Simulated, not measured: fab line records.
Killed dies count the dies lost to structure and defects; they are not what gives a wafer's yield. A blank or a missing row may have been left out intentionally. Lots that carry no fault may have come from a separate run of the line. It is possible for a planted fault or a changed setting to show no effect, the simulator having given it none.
fab line records	flow nand-harc	part 1 of 2: steps 1 to 20 of 34
[record] lots = 5	wafers = 15	last-day = 27
route steps=1159 shown A_BONDPAD@1075 HYBRID_BOND@1094 THIN_TSV@1101
lots untouched by any fault: they come from a run of this same line in which no faults occurred
start-h: the number of hours between the record's first day and the start of the first shown wafer of the lot	wait-h: how many hours have passed since the lot's step before this one	" repeats the value in the row above	L1.1+2: several wafers, shown together as one row	- value missing, or start not given	* or withheld: withheld	< > ~ a bound
route shown NAME@n: a module of which the file shows steps, and the number in the route of the first	usual: mean and standard deviation over wafers with no fault	same: alike in all rows	chamber/n: place in a boat	sites: the reading at each site	_std_site: their standard deviation	_edge_site: the outer-site mean with the inner-site mean subtracted	radius-mm: for every site, how far away it sits from the centre of the wafer	mask NAME#n: copy n	behind: tool/chamber where the wafer was last shaped	hold: cause of the lot's hold/its duration in hours/its outcome	device: the transistor (n, p or np) that didn't switch	end of line: at the end of the route, the tests of the same wafers	a step given without rows: its recipe and nothing more	killed: dies that structure and defects cost at the first sort, which is not the same as the wafer's yield	map: dies across one wafer; x = killed, . = not, _ = none there
set.NAME: the setting that was run; set.NAME@STEP: the one run at that earlier step	model.NAME: the simulator's own value behind a step, which no gauge read
lots at selected steps of the route; one table per step, one row per wafer
services: from which hour (start-h, from the record's first day; less than 0 if before it) a tool's chamber was out of use, for how many hours, and why
[[steps]]
[step NHARC_A_BONDPAD_DESCUM_11]
[recipe] time-s = 3	o2-flow-sccm = 200	ar-flow-sccm = 0	bias-power-w = 0	chemistry = O2
[usual] drypump-motor-current-A = 5.6/0.58	mfc-ar-sccm = 0.003/0.0054	oes-product-au = 1.001/0.0091	rf-vpp-V = 58.1/0.88	showerhead-plenum-p-Torr = 1.97/0.068	throttle-valve-pct = 11.310/0.0097
lot.wafer	tool	chamber	start-h	wait-h	drypump-motor-current-A	mfc-ar-sccm	oes-product-au	rf-hours-counter-h	rf-vpp-V	showerhead-plenum-p-Torr	throttle-valve-pct
L077.3	rie-diel-07	0	533.89	-	5.0	0	1.004	3	56.8	1.97	11.307
L077.2	"	1	"	"	5.3	0	0.994	3	58.2	1.96	11.320
L077.5	"	0	"	"	5.0	0	0.994	-	57.4	1.97	11.307
L087.4	rie-diel-07	3	564.59	-	6.3	0	1.005	5	58.4	2.04	11.308
L087.3	"	2	"	"	5.2	0.010	0.995	5	58.6	2.01	11.299
L087.5	"	3	"	"	6.3	0	1.000	-	59.2	2.04	11.317
L093.3	rie-diel-06	3	590.78	-	5.9	0.010	0.994	36	59.0	1.99	11.338
L093.5	"	2	"	"	5.3	0	1.006	-	57.7	1.79	11.312
L093.4	"	3	"	"	5.8	0.010	0.996	-	57.9	1.99	11.294
L091.1	rie-diel-06	3	592.06	-	5.9	0.010	0.997	36	58.9	1.99	11.300
L091.2	"	0	"	"	6.7	0	0.992	37	58.7	1.94	11.316
L091.3	"	2	"	"	5.3	0	1.015	36	57.3	1.79	11.315
L090.3	rie-diel-07	3	601.73	-	6.3	0	1.012	1	58.5	2.04	11.309
L090.4	"	1	"	"	5.3	0	1.018	1	58.0	1.95	11.321
L090.5	"	3	"	"	6.3	0	1.024	-	58.6	2.04	11.309
[step NHARC_A_BONDPAD_ETCH_34]
[recipe] target-depth-a = 600	overetch-a = 180	time-s = 65.91	ion-energy-ev = 200	n2-flow-sccm = 150	h2-flow-sccm = 150	ar-flow-sccm = 0	rf-w = 400	bias-w = 150	chemistry = N2/H2
[usual] drypump-motor-current-A = 5.6/0.57	mfc-ar-sccm = 0.003/0.0055	oes-product-au = 1.000/0.0088	rf-vpp-V = 432.0/2.1	showerhead-plenum-p-Torr = 2.09/0.074	throttle-valve-pct = 14.170/0.0096
lot.wafer	tool	chamber	start-h	wait-h	drypump-motor-current-A	mfc-ar-sccm	oes-product-au	rf-hours-counter-h	rf-vpp-V	showerhead-plenum-p-Torr	throttle-valve-pct
L077.3	rie-diel-07	1	533.97	0.1	5.3	0	1.004	3	432.5	2.09	14.171
L077.2	"	3	"	"	6.3	0	0.993	3	434.0	2.18	14.171
L077.5	"	1	"	"	5.3	0	1.007	-	431.4	2.09	14.185
L087.3	rie-diel-07	3	564.69	0.1	6.3	0	1.010	5	433.9	2.18	14.165
L087.4	"	0	"	"	5.0	0	0.999	6	432.3	2.10	14.171
L087.5	"	2	"	"	5.2	0.010	1.001	-	432.8	2.15	14.166
L093.3	rie-diel-06	2	590.89	0.1	5.3	0	1.000	36	427.0	1.90	14.184
L093.5	"	0	"	"	6.7	0	0.997	-	430.8	2.07	14.167
L093.4	"	2	"	"	5.3	0	0.996	-	427.2	1.90	14.171
L091.1	rie-diel-06	0	592.17	0.1	6.7	0	0.994	37	431.7	2.07	14.170
L091.3	"	2	"	"	5.3	0	1.005	36	427.4	1.90	14.191
L091.2	"	3	"	"	5.9	0.010	1.001	36	432.3	2.12	14.159
L090.4	rie-diel-07	2	601.81	0.1	5.3	0.010	0.987	1	430.1	2.15	14.173
L090.3	"	0	"	"	5.0	0	1.012	1	432.4	2.10	14.176
L090.5	"	2	"	"	5.2	0.010	0.990	-	433.3	2.15	14.182
[step NHARC_A_BONDPAD_ETCH_12]
[recipe] target-depth-a = 2200	time-s = 110	chf3-flow-sccm = 50	o2-flow-sccm = 10	ar-flow-sccm = 200	rf-w = 500	bias-w = 200	chemistry = CHF3/O2
[usual] drypump-motor-current-A = 5.6/0.58	mfc-ar-sccm = 200.0/0.56	oes-product-au = 0.944/0.025	rf-vpp-V = 371.9/1.9	showerhead-plenum-p-Torr = 2.46/0.082	throttle-valve-pct = 20.573/0.0094
lot.wafer	tool	chamber	start-h	wait-h	drypump-motor-current-A	mfc-ar-sccm	oes-product-au	rf-hours-counter-h	rf-vpp-V	showerhead-plenum-p-Torr	throttle-valve-pct
L077.3	rie-diel-07	0	-	-	5.0	199.9	0.968	3	371.4	2.47	20.572
L077.2	"	1	"	"	5.3	200.0	0.994	3	372.4	2.45	20.579
L077.5	"	2	"	"	5.3	199.8	0.980	-	372.1	2.52	20.576
L087.4	rie-diel-07	2	-	-	5.2	199.3	0.926	5	374.1	2.52	20.581
L087.3	"	0	"	"	5.0	200.0	0.933	6	372.5	2.47	20.558
L087.5	"	1	"	"	5.3	199.8	0.927	-	371.1	2.45	20.573
L093.3	rie-diel-06	3	-	-	5.9	199.9	0.920	36	372.6	2.49	20.570
L093.5	"	3	"	"	5.9	200.1	0.918	-	371.7	2.49	20.575
L093.4	"	0	"	"	6.7	200.0	0.908	-	372.7	2.44	20.585
L091.3	rie-diel-06	0	-	-	6.7	200.0	0.910	37	371.9	2.43	20.590
L091.1	"	2	"	"	5.3	199.8	0.928	36	366.8	2.25	20.580
L091.2	"	3	"	"	5.9	201.4	0.921	36	372.6	2.49	20.575
L090.3	rie-diel-07	2	-	-	5.2	200.0	0.944	1	371.5	2.52	20.579
L090.4	"	3	"	"	6.3	199.8	0.972	1	374.5	2.55	20.578
L090.5	"	2	"	"	5.2	199.7	0.936	-	373.3	2.52	20.565
[step NHARC_A_BONDPAD_CD_MEAS_13]
[usual] cd-nm = 499.8/1.8
lot.wafer	tool	chamber	start-h	wait-h	cd-nm
L077.2	cd-sem-02	-	534.20	-	501.8
L077.3	"	-	"	"	502.4
L077.5	"	-	"	"	502.4
L087.3	cd-sem-02	-	564.91	-	502.6
L087.4	"	-	"	"	501.7
L087.5	"	-	"	"	500.8
L093.3	cd-sem-02	-	591.14	-	499.0
L093.4	"	-	"	"	497.9
L093.5	"	-	"	"	497.9
L091.1	cd-sem-02	-	592.43	-	500.5
L091.2	"	-	"	"	498.7
L091.3	"	-	"	"	497.0
L090.3	cd-sem-02	-	602.04	-	497.4
L090.4	"	-	"	"	497.2
L090.5	"	-	"	"	497.3
[step NHARC_A_BONDPAD_STRIP_15]
[recipe] o2-flow-sccm = 500	ar-flow-sccm = 0	bias-w = 0	chemistry = O2
[usual] drypump-motor-current-A = 5.6/0.59	mfc-ar-sccm = 0.004/0.0066	oes-product-au = 1.000/0.0093	rf-vpp-V = 58.1/0.86	showerhead-plenum-p-Torr = 3.61/0.13	throttle-valve-pct = 17.036/0.009
lot.wafer	tool	chamber	start-h	wait-h	drypump-motor-current-A	mfc-ar-sccm	oes-product-au	rf-hours-counter-h	rf-vpp-V	showerhead-plenum-p-Torr	throttle-valve-pct
L077.2	rie-diel-07	0	534.27	0.1	5.0	0	1.006	3	59.0	3.63	17.025
L077.3	"	1	"	"	5.3	0	1.007	3	58.6	3.60	17.024
L077.5	"	1	"	"	5.3	0	0.997	-	58.0	3.60	17.031
L087.4	rie-diel-07	2	565.00	0.1	5.2	0.010	1.003	5	60.2	3.69	17.026
L087.3	"	1	"	"	5.3	0	1.006	6	58.5	3.60	17.035
L087.5	"	3	"	"	6.3	0	0.998	-	57.9	3.75	17.019
L093.3	rie-diel-06	0	591.25	0.1	6.7	0	0.998	36	57.5	3.58	17.022
L093.4	"	3	"	"	5.9	0.010	0.999	-	57.8	3.66	17.041
L093.5	"	0	"	"	6.7	0	0.991	-	57.1	3.57	17.047
L091.1	rie-diel-07	0	592.50	0.1	5.0	0	1.006	0	58.4	3.63	17.035
L091.3	"	1	"	"	5.3	0	1.011	0	58.8	3.60	17.034
L091.2	"	3	"	"	6.3	0	1.009	0	59.6	3.75	17.042
L090.3	rie-diel-07	3	602.11	0.1	6.3	0	1.009	1	58.4	3.75	17.033
L090.4	"	1	"	"	5.3	0	1.005	1	57.6	3.60	17.042
L090.5	"	0	"	"	5.0	0	1.010	-	58.3	3.63	17.042
[step NHARC_A_BONDPAD_ETCH_24]
[recipe] target-depth-a = 300	over-etch-frac = 0.3	time-s = 72.99	ion-energy-ev = 150	cf4-flow-sccm = 50	n2-flow-sccm = 100	ar-flow-sccm = 150	rf-w = 300	bias-w = 100	chemistry = CF4/N2
[usual] drypump-motor-current-A = 5.6/0.58	mfc-ar-sccm = 150.0/0.43	oes-product-au = 1.001/0.009	rf-vpp-V = 315.2/1.8	showerhead-plenum-p-Torr = 2.69/0.094	throttle-valve-pct = 19.793/0.01
lot.wafer	tool	chamber	start-h	wait-h	drypump-motor-current-A	mfc-ar-sccm	oes-product-au	rf-hours-counter-h	rf-vpp-V	showerhead-plenum-p-Torr	throttle-valve-pct
L077.3	rie-diel-07	1	-	-	5.3	150.5	0.999	3	315.6	2.68	19.803
L077.2	"	0	"	"	5.0	149.7	0.992	4	316.3	2.70	19.781
L077.5	"	1	"	"	5.3	150.0	1.000	-	316.2	2.68	19.786
L087.4	rie-diel-07	0	-	-	4.9	149.9	0.998	6	315.9	2.70	19.799
L087.3	"	1	"	"	5.3	150.4	1.014	6	315.8	2.68	19.775
L087.5	"	1	"	"	5.3	150.0	1.011	-	316.2	2.68	19.778
L093.3	rie-diel-06	3	591.41	0.1	5.9	149.0	1.004	36	317.2	2.72	19.787
L093.5	"	0	"	"	6.7	149.6	1.000	-	316.4	2.66	19.795
L093.4	"	3	"	"	5.9	148.9	1.000	-	316.8	2.72	19.793
L091.3	rie-diel-07	0	-	-	5.0	149.5	1.012	0	314.5	2.70	19.782
L091.2	"	1	"	"	5.3	150.1	1.005	0	313.9	2.68	19.803
L091.1	"	2	"	"	5.3	150.0	0.991	0	316.1	2.75	19.784
L090.4	rie-diel-07	0	-	-	5.0	149.6	1.011	1	316.0	2.70	19.799
L090.3	"	1	"	"	5.3	149.7	1.012	1	314.8	2.68	19.808
L090.5	"	0	"	"	5.0	149.3	0.993	-	315.7	2.70	19.803
[step NHARC_A_BONDPAD_STRIP_16]
[recipe] time-s = 600	temp-c = 30	chemistry = post-etch-residue-remover
lot.wafer	tool	chamber	start-h	wait-h
L077.3+2+5	wet-bench-10	7,0,3	534.55	-
L087.5+3+4	wet-bench-08	6,7,0	565.28	-
L093.3+4+5	wet-bench-08	6,7,1	591.54	-
L091.1+3+2	wet-bench-08	5,6,7	592.79	-
L090.5+3+4	wet-bench-08	3,4,6	602.45	-
[step NHARC_A_BONDPAD_DEGAS_25]
[recipe] temp-c = 300	time-s = 60
[usual] heater-power-w = 489/53
lot.wafer	tool	chamber	start-h	wait-h	heater-power-w
L077.2	pvd-sputter-02	-	534.82	-	443
L077.3	"	-	"	"	483
L077.5	"	-	"	"	587
L087.3	pvd-sputter-02	-	565.54	-	473
L087.4	"	-	"	"	579
L087.5	"	-	"	"	495
L093.3	pvd-sputter-02	-	591.81	-	473
L093.4	"	-	"	"	449
L093.5	"	-	"	"	585
L091.2	pvd-sputter-01	-	593.05	-	551
L091.1	"	-	"	"	534
L091.3	"	-	"	"	474
L090.4	pvd-sputter-03	-	602.72	-	423
L090.3	"	-	"	"	415
L090.5	"	-	"	"	436
[step NHARC_A_BONDPAD_PRE_CLEAN_26]
[recipe] time-s = 30	temp-c = 280	gas = H2/He
[usual] heater-power-w = 428/47
lot.wafer	tool	chamber	start-h	wait-h	heater-power-w
L077.2	pvd-sputter-02	-	-	-	388
L077.3	"	-	"	"	436
L077.5	"	-	"	"	403
L087.3	pvd-sputter-02	-	-	-	411
L087.4	"	-	"	"	434
L087.5	"	-	"	"	516
L093.3	pvd-sputter-02	-	-	-	416
L093.4	"	-	"	"	402
L093.5	"	-	"	"	411
L091.3	pvd-sputter-01	-	-	-	468
L091.2	"	-	"	"	487
L091.1	"	-	"	"	416
L090.3	pvd-sputter-03	-	-	-	369
L090.4	"	-	"	"	367
L090.5	"	-	"	"	362
[step NHARC_A_BONDPAD_PVD_17]
[recipe] target-thk-a = 50	bias-v = 168.6	power-w = 15000	chamber-pressure-pa = 0.12	time-s = 8.06	substrate-temp-c = 50	material = TaN
[usual] bias-v = 168.6/1.6	chamber-pressure-pa = 0.12/0.00022	throttle-valve-pct = 29.8/0.77
lot.wafer	tool	chamber	start-h	wait-h	bias-v	chamber-pressure-pa	throttle-valve-pct
L077.3	pvd-sputter-02	-	-	-	168.4	0.12011	28.9
L077.2	"	-	"	"	167.9	0.11964	29.3
L077.5	"	-	"	"	168.9	0.1199	29.0
L087.3	pvd-sputter-02	-	-	-	169.6	0.12014	28.9
L087.4	"	-	"	"	170.6	0.12011	30.4
L087.5	"	-	"	"	170.0	0.11985	29.4
L093.3	pvd-sputter-02	-	-	-	170.6	0.1198	28.4
L093.4	"	-	"	"	166.3	0.12014	30.1
L093.5	"	-	"	"	169.5	0.11989	29.3
L091.1	pvd-sputter-01	-	-	-	169.3	0.11977	30.3
L091.2	"	-	"	"	167.4	0.12007	31.0
L091.3	"	-	"	"	171.1	0.11985	29.9
L090.4	pvd-sputter-03	-	-	-	168.6	0.11982	28.7
L090.3	"	-	"	"	168.8	0.12	29.8
L090.5	"	-	"	"	166.3	0.12007	30.1
[step NHARC_A_BONDPAD_PVD_27]
[recipe] target-thk-a = 300	chamber-pressure-pa = 5	power-w = 5000	substrate-temp-c = 30	time-s = 20.49	material = Cu
[usual] chamber-pressure-pa = 4.998/0.011	throttle-valve-pct = 29.8/0.77
lot.wafer	tool	chamber	start-h	wait-h	chamber-pressure-pa	throttle-valve-pct
L077.3	pvd-sputter-02	-	-	-	5.010	29.4
L077.2	"	-	"	"	5.023	30.7
L077.5	"	-	"	"	5.025	28.9
L087.3	pvd-sputter-02	-	-	-	4.996	29.2
L087.4	"	-	"	"	4.983	29.0
L087.5	"	-	"	"	4.983	30.5
L093.4	pvd-sputter-02	-	-	-	4.999	30.0
L093.3	"	-	"	"	4.988	29.2
L093.5	"	-	"	"	4.990	28.8
L091.2	pvd-sputter-01	-	-	-	4.992	29.9
L091.1	"	-	"	"	5.002	30.5
L091.3	"	-	"	"	5.007	30.7
L090.3	pvd-sputter-03	-	-	-	5.000	30.1
L090.4	"	-	"	"	5.011	28.5
L090.5	"	-	"	"	5.006	28.5
[step NHARC_A_BONDPAD_ECD_18]
[recipe] target-thk-a = 4000	bath-temp-c = 25	material = Cu
lot.wafer	tool	chamber	start-h	wait-h
L077.2+3+5	ecd-cu-01	0,0,1	535.35	-
L087.4+3+5	ecd-cu-01	0,1,1	566.00	-
L093.3+4+5	ecd-cu-01	0,1,0	592.26	-
L091.1+2+3	ecd-cu-01	1,0,1	593.43	-
L090.3+4+5	ecd-cu-01	0,1,1	603.23	-
[step NHARC_A_BONDPAD_ANNEAL_28]
[recipe] temp-c = 225	time-s = 90
[usual] anneal-temp-c-max = 226.17/0.24	wafer_temp_C_max = 226.1/0.3
lot.wafer	tool	chamber	start-h	wait-h	anneal-temp-c-max	wafer_temp_C_max
L077.2	rtp-anneal-02	0	535.76	-	226.05	225.6
L077.3	"	0	"	"	226.51	225.6
L077.5	"	0	"	"	226.64	225.7
L087.3	rtp-anneal-02	0	566.47	-	226.16	225.6
L087.4	"	0	"	"	226.13	225.9
L087.5	"	0	"	"	226.08	226.0
L093.3	rtp-anneal-01	0	592.64	-	226.41	225.6
L093.4	"	0	"	"	225.95	226.0
L093.5	"	0	"	"	226.10	225.8
L091.1	rtp-anneal-01	0	593.82	0.3	226.25	225.9
L091.2	"	0	"	"	226.15	226.2
L091.3	"	0	"	"	226.56	226.5
L090.3	rtp-anneal-02	0	603.61	0.3	226.39	225.9
L090.4	"	0	"	"	226.06	226.1
L090.5	"	0	"	"	226.22	225.7
[step NHARC_A_BONDPAD_CMP_19]
[recipe] t-overpolish-s = 30	cu-recess-touch-s = 16	target-thk-nm = 169.8
[usual] motor-current-A = 12.0/1.4	overpolish-run-s = 30.000/0.0093
lot.wafer	tool	chamber	start-h	wait-h	motor-current-A	overpolish-run-s
L077.3	cmp-04	1	536.09	-	11.5	30.002
L077.2	"	2	"	"	12.9	30.008
L077.5	"	0	"	"	11.3	29.992
L087.3	cmp-04	1	566.78	-	12.0	29.999
L087.4	"	2	"	"	13.7	29.998
L087.5	"	0	"	"	11.3	29.995
L093.4	cmp-03	1	592.91	-	10.6	30.000
L093.3	"	2	"	"	11.1	29.999
L093.5	"	2	"	"	10.7	29.995
L091.1	cmp-02	1	594.15	-	10.2	29.996
L091.2	"	3	"	"	11.2	29.993
L091.3	"	0	"	"	13.3	30.015
L090.3	cmp-04	3	603.88	-	12.6	30.005
L090.4	"	0	"	"	10.7	30.005
L090.5	"	3	"	"	12.2	29.992
[step NHARC_A_BONDPAD_THK_MEAS_20]
[recipe] thk-meas-gauge = xrf
[usual] thk-nm = 169.9/1.5
lot.wafer	tool	chamber	start-h	wait-h	thk-nm
L077.2	film-metro-02	-	536.38	-	169.1
L077.3	"	-	"	"	171.0
L077.5	"	-	"	"	169.9
L087.3	film-metro-02	-	567.04	-	173.1
L087.4	"	-	"	"	170.2
L087.5	"	-	"	"	171.7
L093.3	film-metro-01	-	593.23	-	168.2
L093.4	"	-	"	"	168.1
L093.5	"	-	"	"	168.5
L091.1	film-metro-01	-	594.47	-	169.1
L091.2	"	-	"	"	166.3
L091.3	"	-	"	"	167.4
L090.3	film-metro-02	-	604.17	-	170.3
L090.4	"	-	"	"	169.4
L090.5	"	-	"	"	168.6
[step NHARC_A_BONDPAD_SRD_21]
[recipe] time-s = 30	temp-c = 23	dry-time-s = 20	spin-rpm = 1500
lot.wafer	tool	chamber	start-h	wait-h
L077.3+2+5	wet-bench-08	4,7,1	536.42	0.0
L087.4+5+3	wet-bench-10	6,7,1	567.08	0.0
L093.4+3+5	wet-bench-10	0,3,4	593.27	0.0
L091.3+1+2	wet-bench-08	6,1,2	594.52	0.0
L090.4+5+3	wet-bench-08	0,1,2	604.22	0.0
[step NHARC_A_BONDPAD_INSPECT_23]
[usual] raw-defect-count = 455/120
lot.wafer	tool	chamber	start-h	wait-h	raw-defect-count
L077.2	defect-inspect-01	-	536.61	0.0	387
L077.3	"	-	"	"	405
L077.5	"	-	"	"	408
L087.3	defect-inspect-02	-	567.27	0.0	408
L087.4	"	-	"	"	580
L087.5	"	-	"	"	672
L093.3	defect-inspect-01	-	593.44	0.0	281
L093.4	"	-	"	"	376
L093.5	"	-	"	"	330
L091.1	defect-inspect-02	-	594.68	0.0	521
L091.2	"	-	"	"	623
L091.3	"	-	"	"	515
L090.3	defect-inspect-02	-	604.40	0.0	399
L090.4	"	-	"	"	417
L090.5	"	-	"	"	359
[step NHARC_HYBRID_BOND_ACTIVATE_00]
[recipe] time-s = 60	n2-flow-sccm = 200	ar-flow-sccm = 0	bias-power-w = 0	chemistry = N2
[usual] drypump-motor-current-A = 5.93/0.29	mfc-ar-sccm = 0.009/0.015	oes-product-au = 1.002/0.01	rf-vpp-V = 64.2/0.94	showerhead-plenum-p-Torr = 1.79/0.072
lot.wafer	tool	chamber	start-h	wait-h	drypump-motor-current-A	mfc-ar-sccm	oes-product-au	rf-hours-counter-h	rf-vpp-V	showerhead-plenum-p-Torr
L077.3	rie-diel-11	1	536.68	0.1	5.83	0	0.987	66	63.6	1.80
L077.2	"	2	"	"	5.88	0	0.984	62	61.4	1.63
L077.5	"	0	"	"	6.04	0.007	0.996	-	65.0	1.88
L087.4	rie-diel-11	1	567.34	0.1	5.84	0	0.997	3	64.3	1.80
L087.3	"	3	"	"	5.30	0.040	0.999	3	63.3	1.78
L087.5	"	1	"	"	5.85	0	1.004	-	64.9	1.80
L093.3	rie-diel-11	0	593.52	0.1	6.05	0.007	1.007	8	64.7	1.87
L093.4	"	2	"	"	5.87	0	0.998	10	65.3	1.92
L093.5	"	3	"	"	5.29	0.040	1.007	-	64.3	1.77
L091.3	rie-diel-01	2	594.76	0.1	5.98	0	1.011	10	65.4	1.87
L091.2	"	3	"	"	5.70	0	0.990	11	64.2	1.75
L091.1	"	0	"	"	5.97	0.033	1.009	11	63.1	1.79
L090.4	rie-diel-01	1	604.47	0.1	6.42	0	0.992	12	61.9	1.69
L090.3	"	3	"	"	5.73	0	0.999	13	63.9	1.75
L090.5	"	0	"	"	6.00	0.033	1.013	-	63.2	1.79
[step NHARC_HYBRID_BOND_PRECLEAN_01]
[recipe] time-s = 300	temp-c = 23	chemistry = DIW
lot.wafer	tool	chamber	start-h	wait-h
L077.5+2+3	wet-bench-08	3,4,6	536.82	0.1
L087.5+4+3	wet-bench-08	7,1,2	567.48	0.1
L093.4+3+5	wet-bench-10	4,7,0	593.68	0.1
L091.1+2+3	wet-bench-08	2,3,6	594.93	0.1
L090.3+5+4	wet-bench-08	7,3,4	604.61	0.1
[step NHARC_HYBRID_BOND_SRD_02]
[recipe] time-s = 30	temp-c = 23	dry-time-s = 20	spin-rpm = 1500
lot.wafer	tool	chamber	start-h	wait-h
L077.5+2+3	wet-bench-08	3,4,6	-	-
L087.5+4+3	wet-bench-08	7,1,2	-	-
L093.4+3+5	wet-bench-10	4,7,0	-	-
L091.1+2+3	wet-bench-08	2,3,6	-	-
L090.3+5+4	wet-bench-08	7,3,4	-	-
